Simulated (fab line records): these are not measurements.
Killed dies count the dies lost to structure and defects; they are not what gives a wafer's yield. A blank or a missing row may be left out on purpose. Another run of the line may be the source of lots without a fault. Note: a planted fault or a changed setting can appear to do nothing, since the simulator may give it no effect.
Split-lot trial | flow n5-finfet | on a route of 1938 steps: 7 lots, 21 wafers read

## ABOUT THE SPLIT
At N5_BEOL_M6_PECVD_70 (deposits SiO2 from TEOS/O2, target thk 20 nm, time 22.7 s), the setting time-s was moved away from the recipe's 22.7 s on 2 of the 21 wafers read, by -6.7% to +8.7%. The other wafers ran this setting at the recipe's value.

Reading taken at the split's own step.

## THE READING
SiO2_of_BEOL_M6_PECVD_70.thk-nm (the simulator's own value, which no gauge read), in nm, at N5_BEOL_M6_PECVD_70 (deposits SiO2 from TEOS/O2, target thk 20 nm, time 22.7 s). The file does not state a usual value for it. The 19 wafers here that ran the recipe average 19.9 nm, standard deviation 0.28 nm.

wafer  | tool, chamber at the split | time-s as run, s | against the recipe | SiO2_of_BEOL_M6_PECVD_70.thk-nm, nm | against lot-mates on the recipe
L074.1 | pecvd-03, 1                | 22.7             | recipe             | 19.6                                | -
L074.2 | pecvd-03, 2                | 22.7             | recipe             | 20                                  | -
L074.3 | pecvd-03, 0                | 22.7             | recipe             | 20.2                                | -
L083.2 | pecvd-02, 0                | 22.7             | recipe             | 19.6                                | -
L083.3 | pecvd-02, 0                | 22.7             | recipe             | 20                                  | -
L083.6 | pecvd-02, 1                | 21.18            | -6.7%              | 18.8                                | -1.0
L090.3 | pecvd-02, 2,1              | 22.7             | recipe             | 20                                  | -
L090.4 | pecvd-02, 2,1              | 22.7             | recipe             | 20                                  | -
L090.5 | pecvd-02, 2                | 22.7             | recipe             | 20.2                                | -
L092.1 | pecvd-02, 1                | 22.7             | recipe             | 19.8                                | -
L092.2 | pecvd-02, 2                | 22.7             | recipe             | 20.2                                | -
L092.3 | pecvd-02, 0                | 22.7             | recipe             | 20                                  | -
L089.1 | pecvd-03, 0                | 22.7             | recipe             | 19.6                                | -
L089.2 | pecvd-03, 2                | 22.7             | recipe             | 20                                  | -
L089.3 | pecvd-03, 1                | 22.7             | recipe             | 19.4                                | -
L093.3 | pecvd-04, 2                | 22.7             | recipe             | 19.6                                | -
L093.4 | pecvd-04, 1                | 22.7             | recipe             | 20                                  | -
L093.5 | pecvd-04, 0                | 22.7             | recipe             | 20.4                                | -
L095.4 | pecvd-03, 0                | 22.7             | recipe             | 19.8                                | -
L095.5 | pecvd-03, 1                | 22.7             | recipe             | 19.4                                | -
L095.6 | pecvd-03, 2                | 24.67            | +8.7%              | 21.6                                | +2.0
Rows listing several chambers each stand for several wafers; the file does not say which wafer went through which chamber.

THE FIT
A straight line over all 21 wafers: SiO2_of_BEOL_M6_PECVD_70.thk-nm changes by +0.184 nm for each +1% of time-s; r = +0.85; the points scatter about the line by 0.28 nm.
The same after taking each lot's own level away (the mean of its wafers on the recipe; 21 wafers): +0.2 nm for each +1%; r = +0.90; scatter 0.24 nm.
The reading moves by 1.7 nm for the largest change in time-s, on that fit.
The lots' own levels span 19.60 to 20.07 nm, that is 1.7 times the standard deviation above.
The two slopes agree, so the slope changes little with the lot-to-lot level.
Check: for one of the wafers moved furthest among these (+8.7%), held out of the fit, the line's prediction against its lot-mates is +1.3 nm. Against them it came out at +2 nm.

## FURTHER SPLITS ON THESE WAFERS
Note: prior to the reading, these wafers also went through further splits. Each is held against what the fit with the lots' levels taken away leaves over:
other split on the same wafers | wafers away from the commonest value | r with SiO2_of_BEOL_M6_PECVD_70.thk-nm (lot level and that fit taken away)
N5_BEOL_M4_COAT_05 spin-rpm    | 3                                    | -0.24
N5_BEOL_M4_ETCH_64 bias-w      | 10                                   | -0.38
N5_BEOL_M5_VIA_ETCH_34 bias-w  | 6                                    | +0.18
N5_BEOL_M5_ETCH_41 source-w    | 9                                    | -0.08

## FILE'S OWN FIT
SiO2_of_BEOL_M6_PECVD_70.thk-nm changes by +0.2 nm for each +1% of time-s, r = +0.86.
